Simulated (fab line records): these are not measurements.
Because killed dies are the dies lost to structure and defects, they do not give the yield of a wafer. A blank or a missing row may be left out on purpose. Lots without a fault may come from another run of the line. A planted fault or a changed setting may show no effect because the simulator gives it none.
fab line records ; flow n5_finfet
record lots=10; wafers=29; last_day=18
route steps=1938 shown BEOL_M6@1210 PASSIVATION@1936
lots that met no fault: taken from a fault-free run of the same line
start_h: start of the lot's first displayed wafer, in hours after the record's first day ; wait_h: hours from the lot's prior step to this one ; " identical to the entry in the row above ; L1.1+2: several wafers, shown together as one row ; - value missing, or start not given ; * or withheld: withheld ; < > ~ a bound
route shown NAME@n: names a module that has steps shown in the file, with the first one's number in the route ; usual: mean/standard deviation taken from wafers without a fault ; same: alike in all rows ; chamber/n: place in a boat ; sites: the reading at each site ; _std_site: standard deviation of those values ; _edge_site: mean of outer sites minus mean of inner sites ; radius_mm: how far each site lies from the wafer's centre ; mask NAME#n: copy n ; behind: the most recent tool/chamber to have shaped the wafer ; hold: why the lot went on hold/how many hours it stayed there/how the hold came to an end ; device: names the non-switching transistor (n, p or np) ; end of line: the route-end tests of the same wafers ; a step without rows: its recipe alone ; killed: dies lost to structure and defects at the first sort, not the wafer's yield ; map: shows each die of a wafer: x if killed, . if not, _ if none is there
set.NAME: the setting that was run; set.NAME@STEP: the one run at that earlier step ; model.NAME: the simulator's own value behind a step, which no gauge read
one table for each step of the route and one row for each wafer, over a sample of lots
services: when a tool's chamber went out of use (start_h, in hours from the record's first day, below 0 if earlier), for how many hours, and the reason
## steps
# step N5_BEOL_M6_DESCUM_16
# recipe chemistry=O2; time_s=7.9; source_power_w=50; bias_power_w=20; pressure_mtorr=20; rf_frequency_hz=2.712e+07; temp_c=40; resist=CAR-ArF; o2_flow_sccm=225
# usual drypump_motor_current_A=5.5/0.54; oes_product_au=0.77/0.085; rf_vpp_V=243.1/1.5; showerhead_plenum_p_Torr=2.09/0.081; throttle_valve_pct=20.34/0.28
lot.wafer;tool;chamber;start_h;wait_h;drypump_motor_current_A;oes_product_au;rf_hours_counter_h;rf_vpp_V;showerhead_plenum_p_Torr;throttle_valve_pct
L924.3;rie_diel-03;1;190.51;0.0;5.4;0.86;31;242.3;2.05;19.98
L924.4;rie_diel-03;3;190.51;0.0;6.4;0.75;-;241.9;2.00;20.66
L924.5;rie_diel-03;0;190.51;0.0;5.2;0.88;-;244.9;2.21;20.07
L925.2;rie_diel-03;0;191.20;0.2;5.2;0.88;17;243.4;2.21;20.07
L925.3;rie_diel-03;3;191.20;0.2;6.4;0.75;135;243.1;2.00;20.64
L925.4;rie_diel-03;1;191.20;0.2;5.4;0.85;-;243.5;2.05;19.96
L929.1;rie_diel-05;3;214.32;0.0;4.8;0.71;202;244.5;2.16;20.42
L929.2;rie_diel-05;1;214.32;0.0;5.4;0.70;194;243.6;2.08;20.68
L929.5;rie_diel-05;3;214.32;0.0;4.8;0.71;-;244.8;2.16;20.44
L928.1;rie_diel-05;2;218.10;0.2;6.2;0.68;208;240.2;1.98;20.69
L928.3;rie_diel-05;0;218.10;0.2;5.2;0.67;199;243.4;2.06;20.07
L928.4;rie_diel-05;1;218.10;0.2;5.4;0.70;195;241.8;2.08;20.69
L934.1;rie_diel-03;0;248.22;0.2;5.2;0.85;37;244.8;2.20;20.10
L934.5;rie_diel-03;3;248.22;0.2;6.4;0.73;-;240.1;1.99;20.68
L935.1;rie_diel-03;3;263.77;0.0;6.4;0.73;161;241.2;1.99;20.70
L935.2;rie_diel-03;0;263.77;0.0;5.2;0.84;42;243.3;2.20;20.10
L935.6;rie_diel-03;0;263.77;0.0;5.2;0.84;-;244.6;2.20;20.11
L936.1;rie_diel-03;2;271.72;0.0;4.7;0.93;22;242.8;2.05;20.11
L936.5;rie_diel-03;1;271.72;0.0;5.4;0.81;-;241.0;2.04;20.00
L936.6;rie_diel-03;0;271.72;0.0;5.2;0.83;-;245.2;2.20;20.11
L938.3;rie_diel-03;0;290.13;0.0;5.2;0.83;50;244.7;2.20;20.12
L938.5;rie_diel-03;1;290.13;0.0;5.4;0.80;-;243.3;2.04;20.01
L938.6;rie_diel-03;2;290.13;0.0;4.7;0.92;-;242.3;2.05;20.12
L944.1;rie_diel-03;2;323.27;0.0;4.7;0.89;40;243.7;2.05;20.13
L944.5;rie_diel-03;2;323.27;0.0;4.7;0.89;-;242.6;2.05;20.13
L944.6;rie_diel-03;1;323.27;0.0;5.4;0.79;-;242.5;2.04;20.03
L946.3;rie_diel-03;1;331.63;0.1;5.4;0.79;77;242.3;2.04;20.05
L946.4;rie_diel-03;2;331.63;0.1;4.7;0.89;44;242.6;2.05;20.13
L946.6;rie_diel-03;0;331.63;0.1;5.2;0.81;-;245.6;2.19;20.13
# step N5_BEOL_M6_STRIP_67
# recipe chemistry=CF4; resist=SiARC; power_w=300; bias_power_w=75; pressure_mtorr=50; cf4_flow_sccm=150; rf_frequency_hz=6e+07
# usual drypump_motor_current_A=5.5/0.54; oes_product_au=0.78/0.082; rf_vpp_V=271.2/1.8; showerhead_plenum_p_Torr=1.79/0.066; throttle_valve_pct=13.5/0.3
lot.wafer;tool;chamber;start_h;wait_h;drypump_motor_current_A;oes_product_au;rf_hours_counter_h;rf_vpp_V;showerhead_plenum_p_Torr;throttle_valve_pct
L924.3;rie_diel-03;1;190.75;0.0;5.4;0.87;31;272.1;1.74;13.0
L924.4;rie_diel-03;3;190.75;0.0;6.4;0.75;-;269.6;1.74;13.8
L924.5;rie_diel-03;0;190.75;0.0;5.2;0.90;-;274.2;1.90;13.2
L925.2;rie_diel-03;0;191.44;0.0;5.2;0.90;17;272.4;1.90;13.2
L925.3;rie_diel-03;3;191.44;0.0;6.5;0.75;135;268.6;1.74;13.8
L925.4;rie_diel-03;1;191.44;0.0;5.4;0.86;-;271.1;1.74;13.0
L929.1;rie_diel-05;3;214.55;0.0;4.8;0.71;202;275.4;1.86;13.7
L929.2;rie_diel-05;1;214.55;0.0;5.4;0.72;194;270.4;1.75;13.7
L929.5;rie_diel-05;3;214.55;0.0;4.8;0.71;-;273.0;1.86;13.7
L928.1;rie_diel-05;2;218.34;0.0;6.2;0.69;208;269.9;1.72;13.9
L928.3;rie_diel-05;0;218.34;0.0;5.2;0.71;199;271.2;1.78;13.5
L928.4;rie_diel-05;1;218.34;0.0;5.4;0.72;195;270.5;1.75;13.7
L934.1;rie_diel-03;0;248.46;0.0;5.2;0.86;37;274.0;1.90;13.3
L934.5;rie_diel-03;3;248.46;0.0;6.4;0.74;-;270.1;1.73;13.9
L935.1;rie_diel-03;3;264.01;0.0;6.4;0.73;161;269.5;1.73;13.9
L935.2;rie_diel-03;0;264.01;0.0;5.2;0.85;42;273.5;1.90;13.3
L935.6;rie_diel-03;0;264.01;0.0;5.2;0.86;-;274.1;1.90;13.3
L936.1;rie_diel-03;2;271.96;0.0;4.7;0.91;23;270.4;1.76;13.2
L936.5;rie_diel-03;1;271.96;0.0;5.4;0.82;-;269.1;1.73;13.1
L936.6;rie_diel-03;0;271.96;0.0;5.2;0.85;-;273.4;1.90;13.3
L938.3;rie_diel-03;0;290.36;0.0;5.2;0.84;50;274.0;1.89;13.3
L938.5;rie_diel-03;1;290.36;0.0;5.4;0.82;-;269.8;1.73;13.1
L938.6;rie_diel-03;2;290.36;0.0;4.7;0.91;-;270.8;1.76;13.2
L944.1;rie_diel-03;2;323.51;0.0;4.7;0.88;40;271.2;1.75;13.2
L944.5;rie_diel-03;2;323.51;0.0;4.7;0.88;-;271.0;1.75;13.2
L944.6;rie_diel-03;1;323.51;0.0;5.4;0.81;-;270.0;1.73;13.1
L946.3;rie_diel-03;1;331.87;0.0;5.4;0.80;77;268.6;1.73;13.1
L946.4;rie_diel-03;2;331.87;0.0;4.7;0.87;44;269.5;1.75;13.2
L946.6;rie_diel-03;0;331.87;0.0;5.2;0.82;-;271.5;1.89;13.3
# step N5_BEOL_M6_CD_MEAS_18
# recipe pitch_nm=80; target_cd_nm=40
# usual cd_nm=40.4/0.72
lot.wafer;tool;chamber;start_h;wait_h;cd_nm
L924.3;cd_sem-01;-;191.00;0.1;40.6
L924.4;cd_sem-01;-;191.00;0.1;40.5
L924.5;cd_sem-01;-;191.00;0.1;40.3
L925.2;cd_sem-01;-;191.66;0.1;41.8
L925.3;cd_sem-01;-;191.66;0.1;41.5
L925.4;cd_sem-01;-;191.66;0.1;40.5
L929.1;cd_sem-03;-;214.88;0.1;40.8
L929.2;cd_sem-03;-;214.88;0.1;40.9
L929.5;cd_sem-03;-;214.88;0.1;40.0
L928.1;cd_sem-03;-;218.75;0.0;39.5
L928.3;cd_sem-03;-;218.75;0.0;40.5
L928.4;cd_sem-03;-;218.75;0.0;39.5
L934.1;cd_sem-02;-;248.68;0.0;42.0
L934.5;cd_sem-02;-;248.68;0.0;40.7
L935.1;cd_sem-03;-;264.23;0.0;39.9
L935.2;cd_sem-03;-;264.23;0.0;39.0
L935.6;cd_sem-03;-;264.23;0.0;39.0
L936.1;cd_sem-02;-;272.18;0.0;40.6
L936.5;cd_sem-02;-;272.18;0.0;40.4
L936.6;cd_sem-02;-;272.18;0.0;40.4
L938.3;cd_sem-02;-;290.59;0.1;39.3
L938.5;cd_sem-02;-;290.59;0.1;41.0
L938.6;cd_sem-02;-;290.59;0.1;40.6
L944.1;cd_sem-02;-;323.73;0.0;38.6
L944.5;cd_sem-02;-;323.73;0.0;38.9
L944.6;cd_sem-02;-;323.73;0.0;39.9
L946.3;cd_sem-02;-;332.09;0.1;41.3
L946.4;cd_sem-02;-;332.09;0.1;41.1
L946.6;cd_sem-02;-;332.09;0.1;40.7
# step N5_BEOL_M6_INSPECT_30
# recipe mode=adi; inspect_instrument=brightfield
# usual raw_defect_count=424/100
lot.wafer;tool;chamber;start_h;wait_h;raw_defect_count
L925.2;defect_inspect-02;-;192.89;0.0;422
L925.3;defect_inspect-02;-;192.89;0.0;433
L925.4;defect_inspect-02;-;192.89;0.0;372
L924.3;defect_inspect-02;-;193.40;0.0;360
L924.4;defect_inspect-02;-;193.40;0.0;324
L924.5;defect_inspect-02;-;193.40;0.0;417
L929.1;defect_inspect-01;-;216.63;0.1;396
L929.2;defect_inspect-01;-;216.63;0.1;331
L929.5;defect_inspect-01;-;216.63;0.1;295
L928.1;defect_inspect-01;-;220.69;0.1;570
L928.3;defect_inspect-01;-;220.69;0.1;636
L928.4;defect_inspect-01;-;220.69;0.1;531
L934.1;defect_inspect-01;-;252.02;0.1;322
L934.5;defect_inspect-01;-;252.02;0.1;425
L935.1;defect_inspect-02;-;264.77;0.1;293
L935.2;defect_inspect-02;-;264.77;0.1;378
L935.6;defect_inspect-02;-;264.77;0.1;348
L936.1;defect_inspect-02;-;273.51;0.1;272
L936.5;defect_inspect-02;-;273.51;0.1;301
L936.6;defect_inspect-02;-;273.51;0.1;380
L938.3;defect_inspect-01;-;292.79;0.0;349
L938.5;defect_inspect-01;-;292.79;0.0;406
L938.6;defect_inspect-01;-;292.79;0.0;423
L944.1;defect_inspect-01;-;324.60;0.1;555
L944.5;defect_inspect-01;-;324.60;0.1;470
L944.6;defect_inspect-01;-;324.60;0.1;1625
L946.3;defect_inspect-01;-;336.23;0.0;1478
L946.4;defect_inspect-01;-;336.23;0.0;315
L946.6;defect_inspect-01;-;336.23;0.0;277
# step N5_BEOL_M6_ETCH_66
# recipe chemistry=N2/H2; target=SOC; target_depth_a=800; overetch_a=160; mask_material=SiARC; temp_c=40; time_s=120; ion_energy_ev=200; pressure_mtorr=30; source_w=840; bias_w=150; n2_flow_sccm=200; h2_flow_sccm=200
# usual drypump_motor_current_A=5.6/0.51; oes_product_au=0.60/0.067; rf_vpp_V=524.2/2.8; showerhead_plenum_p_Torr=2.55/0.098; throttle_valve_pct=17.7/0.33
lot.wafer;tool;chamber;start_h;wait_h;drypump_motor_current_A;oes_product_au;rf_hours_counter_h;rf_vpp_V;showerhead_plenum_p_Torr;throttle_valve_pct
L925.2;rie_diel-01;2;193.23;0.0;5.6;0.69;21;529.1;2.70;17.3
L925.3;rie_diel-01;1;193.23;0.0;5.9;0.55;185;526.7;2.62;17.9
L925.4;rie_diel-01;0;193.23;0.0;6.0;0.54;215;524.1;2.63;17.9
L924.3;rie_diel-03;0;193.51;0.0;5.2;0.69;18;528.0;2.69;17.5
L924.4;rie_diel-03;0;193.51;0.0;5.2;0.69;-;528.6;2.69;17.5
L924.5;rie_diel-03;1;193.51;0.0;5.4;0.67;-;523.3;2.46;17.2
L929.1;rie_diel-05;2;216.74;0.0;6.2;0.54;208;520.8;2.43;18.2
L929.2;rie_diel-05;1;216.74;0.0;5.4;0.55;195;523.2;2.50;17.8
L929.5;rie_diel-05;0;216.74;0.0;5.2;0.55;-;524.9;2.51;17.5
L928.1;rie_diel-03;0;220.80;0.0;5.2;0.66;27;528.8;2.69;17.5
L928.3;rie_diel-03;2;220.80;0.0;4.7;0.73;7;523.7;2.50;17.5
L928.4;rie_diel-03;1;220.80;0.0;5.4;0.65;42;520.7;2.46;17.2
L934.1;rie_diel-03;2;252.14;0.0;4.7;0.71;18;522.4;2.50;17.5
L934.5;rie_diel-03;0;252.14;0.0;5.2;0.66;-;528.5;2.68;17.5
L935.1;rie_diel-01;2;264.99;0.0;5.5;0.66;44;527.8;2.69;17.3
L935.2;rie_diel-01;3;264.99;0.0;5.8;0.66;38;522.6;2.48;17.4
L935.6;rie_diel-01;2;264.99;0.0;5.6;0.67;-;528.9;2.69;17.3
L936.1;rie_diel-05;0;273.62;0.0;5.2;0.53;212;523.2;2.51;17.5
L936.5;rie_diel-05;1;273.62;0.0;5.4;0.54;-;522.8;2.49;17.8
L936.6;rie_diel-05;2;273.62;0.0;6.2;0.53;-;521.0;2.42;18.2
L938.3;rie_diel-05;1;292.90;0.0;5.4;0.54;224;522.8;2.49;17.8
L938.5;rie_diel-05;2;292.90;0.0;6.2;0.53;-;520.3;2.42;18.3
L938.6;rie_diel-05;3;292.90;0.0;4.8;0.53;-;526.9;2.63;17.9
L944.1;rie_diel-03;2;324.72;0.0;4.7;0.67;41;522.0;2.49;17.5
L944.5;rie_diel-03;0;324.72;0.0;5.2;0.63;-;528.0;2.67;17.6
L944.6;rie_diel-03;3;324.72;0.0;6.4;0.55;-;519.8;2.43;18.2
L946.3;rie_diel-05;3;336.34;0.0;4.8;0.52;243;524.9;2.62;17.9
L946.4;rie_diel-05;0;336.34;0.0;5.2;0.53;-;522.9;2.50;17.6
L946.6;rie_diel-05;3;336.34;0.0;4.8;0.52;-;526.5;2.62;17.9
# step N5_PASSIVATION_PROBE_49
# usual defect_limited_yield=91.5/1.3; killed_at_M0_to_M3=36/10; killed_at_M4_up=13/4.7; killed_at_contacts=13/6.7; killed_at_front_end=37/9.7; killed_at_other=2.6/2.3; killed_dies=101/15; killed_on_rim=14/4.3; killed_open=67/12; killed_short=32/6.7; sort_bin_4_leakage=0.0/0.31; sort_bin_5_function=5.0/0.89; sort_bin_6_memory=3.2/0.63; sort_n_pass=1079/16; sort_yield_pct=91.4/1.4
# same gross_dies=1180; killed_at_back_side=0; sort_bin_8_speed[%]=0
lot.wafer;tool;chamber;start_h;wait_h;defect_limited_yield[%];killed_at_M0_to_M3;killed_at_M4_up;killed_at_contacts;killed_at_front_end;killed_at_other;killed_dies;killed_on_rim;killed_open;killed_short;sort_bin_4_leakage[%];sort_bin_5_function[%];sort_bin_6_memory[%];sort_n_pass;sort_yield_pct[%]
L925.2;prober-01;-;274.59;0.1;93.1;25;15;13;28;0;81;7;52;28;0;3.1;3.5;1099;93.1
L925.3;prober-01;-;274.64;0.1;92.0;22;15;16;38;3;94;10;60;32;0;4.7;2.7;1086;92.0
L925.4;prober-01;-;274.69;0.2;91.8;28;11;21;33;4;97;14;69;28;0;4.4;3.5;1083;91.8
L924.3;prober-02;-;285.43;0.1;91.8;57;10;6;23;1;97;11;70;26;0;5.2;3.0;1083;91.8
L924.4;prober-02;-;285.48;0.2;89.3;55;22;6;40;3;126;15;71;53;0;6.8;3.6;1054;89.3
L924.5;prober-02;-;285.53;0.2;89.3;56;22;8;35;5;126;10;76;47;0.1;6.4;4.1;1053;89.2
L936.1;prober-02;-;368.33;0.0;94.5;23;10;9;17;6;65;5;44;20;0;3.1;2.2;1115;94.5
L936.5;prober-02;-;368.53;0.2;93.3;24;9;15;27;4;79;7;50;26;0;3.2;3.0;1101;93.3
L936.6;prober-02;-;368.58;0.3;90.8;53;8;6;38;3;108;18;71;35;0;4.2;4.3;1072;90.8
L938.3;prober-01;-;383.21;0.1;88.6;46;27;12;45;4;134;22;88;46;0;6.7;4.3;1046;88.6
L938.5;prober-01;-;383.31;0.2;90.7;24;10;26;44;6;110;17;73;34;0;5.5;3.6;1070;90.7
L938.6;prober-01;-;383.36;0.3;91.2;30;19;16;31;8;104;15;62;40;0;4.2;4.1;1076;91.2
L944.1;prober-02;-;415.81;0.0;90.6;24;8;13;65;1;111;15;82;28;0;5.5;3.5;1069;90.6
L944.5;prober-02;-;416.01;0.2;90.5;30;12;11;50;9;112;16;77;33;0;5.7;3.3;1068;90.5
L944.6;prober-02;-;416.06;0.3;85.3;30;101;16;23;3;173;28;56;27;0;7.7;3.9;1007;85.3
L946.3;prober-02;-;437.87;1.0;83.8;43;86;20;42;0;191;36;79;34;0;9.5;3.6;989;83.8
L946.4;prober-02;-;437.92;1.1;90.0;46;12;18;41;1;118;14;73;39;0;5.5;3.6;1062;90.0
L946.6;prober-02;-;438.02;1.2;92.1;44;10;9;28;2;93;10;66;26;0;4.6;3.1;1087;92.1
# killed by level:class
L925.2 MOL_CONTACT_COAG:geometric_particle:open=11 BEOL_M0_SAQP:geometric_particle:short=10 BEOL_M4:geometric_particle:open=7 STI_FIN_REVEAL:geometric_particle:open=6 FIN_SAQP:geometric_particle:short=5 BEOL_M3:geometric_particle:open=4 STARTING-WAFER:geometric_particle:open=4 GATE_CUT:geometric_particle:short=3
L925.3 MOL_CONTACT_COAG:geometric_particle:open=12 FIN_SAQP:geometric_particle:short=10 BEOL_M2:geometric_particle:open=8 STI_FIN_REVEAL:geometric_particle:open=6 BEOL_M4:geometric_particle:open=6 DUMMY_GATE:geometric_particle:open=4 MOL_CONTACT_COAG:geometric_particle:short=4 GATE_CUT:geometric_particle:open=3
L925.4 MOL_CONTACT_COAG:geometric_particle:open=13 STI_FIN_REVEAL:geometric_particle:open=8 MOL_CONTACT_COAG:geometric_particle:short=8 FIN_SAQP:geometric_particle:open=6 BEOL_M2:geometric_particle:open=6 DUMMY_GATE:geometric_particle:open=5 BEOL_M0_SAQP:geometric_particle:open=5 BEOL_M1:geometric_particle:open=5
L924.3 BEOL_M3:geometric_particle:open=24 BEOL_M0_SAQP:geometric_particle:open=13 BEOL_M0_SAQP:geometric_particle:short=12 FIN_SAQP:geometric_particle:open=8 BEOL_M4:geometric_particle:open=6 BEOL_M1:geometric_particle:open=5 MOL_CONTACT_COAG:geometric_particle:open=4 DUMMY_GATE:geometric_particle:open=3
L924.4 FIN_SAQP:geometric_particle:short=14 FIN_SAQP:geometric_particle:open=13 BEOL_M0_SAQP:geometric_particle:short=13 BEOL_M0_SAQP:geometric_particle:open=11 BEOL_M3:geometric_particle:open=11 BEOL_M4:geometric_particle:open=9 MOL_CONTACT_COAG:geometric_particle:open=6 BEOL_M3:geometric_particle:short=6
L924.5 BEOL_M0_SAQP:geometric_particle:short=12 BEOL_M0_SAQP:geometric_particle:open=12 BEOL_M4:geometric_particle:open=11 BEOL_M3:geometric_particle:open=9 BEOL_M1:geometric_particle:short=8 BEOL_M1:geometric_particle:open=8 FIN_SAQP:geometric_particle:short=7 FIN_SAQP:geometric_particle:open=7
L936.1 MOL_CONTACT_COAG:geometric_particle:open=7 BEOL_M1:geometric_particle:open=6 FIN_SAQP:geometric_particle:open=4 GATE_CUT:geometric_particle:short=4 BEOL_M3:geometric_particle:open=4 FIN_SAQP:geometric_particle:short=3 BEOL_M0:geometric_particle:open=3 BEOL_M2:geometric_particle:open=3
L936.5 MOL_CONTACT_COAG:geometric_particle:open=13 FIN_SAQP:geometric_particle:short=6 BEOL_M3:geometric_particle:open=5 FIN_CUT:geometric_particle:short=4 FIN_SAQP:geometric_particle:open=3 STI_FIN_REVEAL:geometric_particle:open=3 BEOL_M0_SAQP:geometric_particle:open=3 BEOL_M0:geometric_particle:short=3
L936.6 BEOL_M2:geometric_particle:open=14 BEOL_M3:geometric_particle:open=10 GATE_CUT:geometric_particle:open=7 BEOL_M0_SAQP:geometric_particle:short=6 BEOL_M0_SAQP:geometric_particle:open=6 BEOL_M2:geometric_particle:short=6 DUMMY_GATE:geometric_particle:open=5 MOL_CONTACT_COAG:geometric_particle:open=5
L938.3 BEOL_M4:geometric_particle:open=16 FIN_SAQP:geometric_particle:open=13 BEOL_M0_SAQP:geometric_particle:short=13 FIN_SAQP:geometric_particle:short=12 BEOL_M0_SAQP:geometric_particle:open=11 MOL_CONTACT_COAG:geometric_particle:open=9 BEOL_M3:geometric_particle:open=7 STI_FIN_REVEAL:geometric_particle:open=5
L938.5 MOL_CONTACT_COAG:geometric_particle:open=20 FIN_SAQP:geometric_particle:short=15 FIN_SAQP:geometric_particle:open=14 BEOL_M3:geometric_particle:open=7 MOL_CONTACT_COAG:geometric_particle:short=6 BEOL_M0_SAQP:geometric_particle:open=6 BEOL_M4:geometric_particle:open=5 STI_FIN_REVEAL:geometric_particle:open=4
L938.6 MOL_CONTACT_COAG:geometric_particle:open=12 BEOL_M4:geometric_particle:open=10 FIN_SAQP:geometric_particle:open=9 FIN_SAQP:geometric_particle:short=8 BEOL_M0:geometric_particle:open=7 BEOL_M0_SAQP:geometric_particle:short=7 BEOL_M0_SAQP:geometric_particle:open=6 BEOL_M4:geometric_particle:short=5
L944.1 STI_FIN_REVEAL:geometric_particle:open=31 MOL_CONTACT_COAG:geometric_particle:open=12 DUMMY_GATE:geometric_particle:open=9 FIN_SAQP:geometric_particle:open=7 BEOL_M1:geometric_particle:short=6 STI_FIN_REVEAL:geometric_particle:short=5 FIN_SAQP:geometric_particle:short=4 BEOL_M1:geometric_particle:open=4
L944.5 STI_FIN_REVEAL:geometric_particle:open=20 BEOL_M1:geometric_particle:open=9 MOL_CONTACT_COAG:geometric_particle:open=8 FIN_SAQP:geometric_particle:short=7 BEOL_M3:geometric_particle:open=6 BEOL_M1:geometric_particle:short=5 FIN_SAQP:geometric_particle:open=4 BEOL_M2:geometric_particle:open=4
L944.6 BEOL_M6:unspecified=87 MOL_CONTACT_COAG:geometric_particle:open=11 BEOL_M4:geometric_particle:open=9 BEOL_M0_SAQP:geometric_particle:short=8 FIN_SAQP:geometric_particle:open=6 BEOL_M3:geometric_particle:open=5 BEOL_M1:geometric_particle:open=5 MOL_CONTACT_COAG:geometric_particle:short=4
L946.3 BEOL_M6:unspecified=75 MOL_CONTACT_COAG:geometric_particle:open=16 FIN_SAQP:geometric_particle:open=13 BEOL_M2:geometric_particle:open=9 STI_FIN_REVEAL:geometric_particle:open=7 BEOL_M0_SAQP:geometric_particle:open=7 BEOL_M0_SAQP:geometric_particle:short=7 BEOL_M1:geometric_particle:short=6
L946.4 MOL_CONTACT_COAG:geometric_particle:open=12 BEOL_M0_SAQP:geometric_particle:short=12 FIN_SAQP:geometric_particle:open=10 STI_FIN_REVEAL:geometric_particle:open=8 BEOL_M1:geometric_particle:open=8 FIN_SAQP:geometric_particle:short=7 BEOL_M0_SAQP:geometric_particle:open=7 MOL_CONTACT_COAG:geometric_particle:short=6
L946.6 BEOL_M0_SAQP:geometric_particle:open=11 BEOL_M3:geometric_particle:open=9 BEOL_M1:geometric_particle:open=8 STI_FIN_REVEAL:geometric_particle:open=6 MOL_CONTACT_COAG:geometric_particle:open=5 BEOL_M2:geometric_particle:open=5 MOL_CONTACT_COAG:geometric_particle:short=4 BEOL_M0_SAQP:geometric_particle:short=4
## services
tool;chamber;start_h;hours;kind
rie_diel-03;2;183.21;-;clean
rie_diel-03;2;183.21;-;consumable_replace:focus_ring
rie_diel-03;2;183.21;17.9;scheduled_down
rie_diel-03;2;183.21;17.9;vent_cycle
rie_diel-05;3;226.98;4.9;repair
rie_diel-01;2;234.02;5.6;repair
rie_diel-05;2;241.81;11.7;repair
rie_diel-05;1;284.48;2.8;repair
rie_diel-01;0;288.98;-;clean
rie_diel-01;0;288.98;-;consumable_replace:focus_ring
rie_diel-01;0;288.98;18.9;scheduled_down
rie_diel-01;0;288.98;18.9;vent_cycle
rie_diel-01;1;330.90;18.3;repair
rie_diel-05;1;334.52;2.8;repair
## key
first_sign step=N5_BEOL_M6_INSPECT_30; reading=raw_defect_count; direction=up; sigmas=11; usual=424; struck=1552
effect step=N5_PASSIVATION_PROBE_49; reading=killed_at_M4_up; direction=up; sigmas=17; usual=13; struck=94
more_kills_born_at N5_BEOL_M6_STRIP_67@rie_diel-03=162
met_at N5_BEOL_M6_STRIP_67
struck_lots L944,L946
struck_wafers L944.6,L946.3
not_acting_at N5_BEOL_M6_DESCUM_16,N5_BEOL_M6_CD_MEAS_18,N5_BEOL_M6_ETCH_66
onset_between 290.36 323.51
fault kind=chamber_particle_source; tool=rie_diel-03; chamber=1; onset_h=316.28; steps=N5_BEOL_M6_STRIP_67; rate_per_visit_cm2=1.8086; end_h=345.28
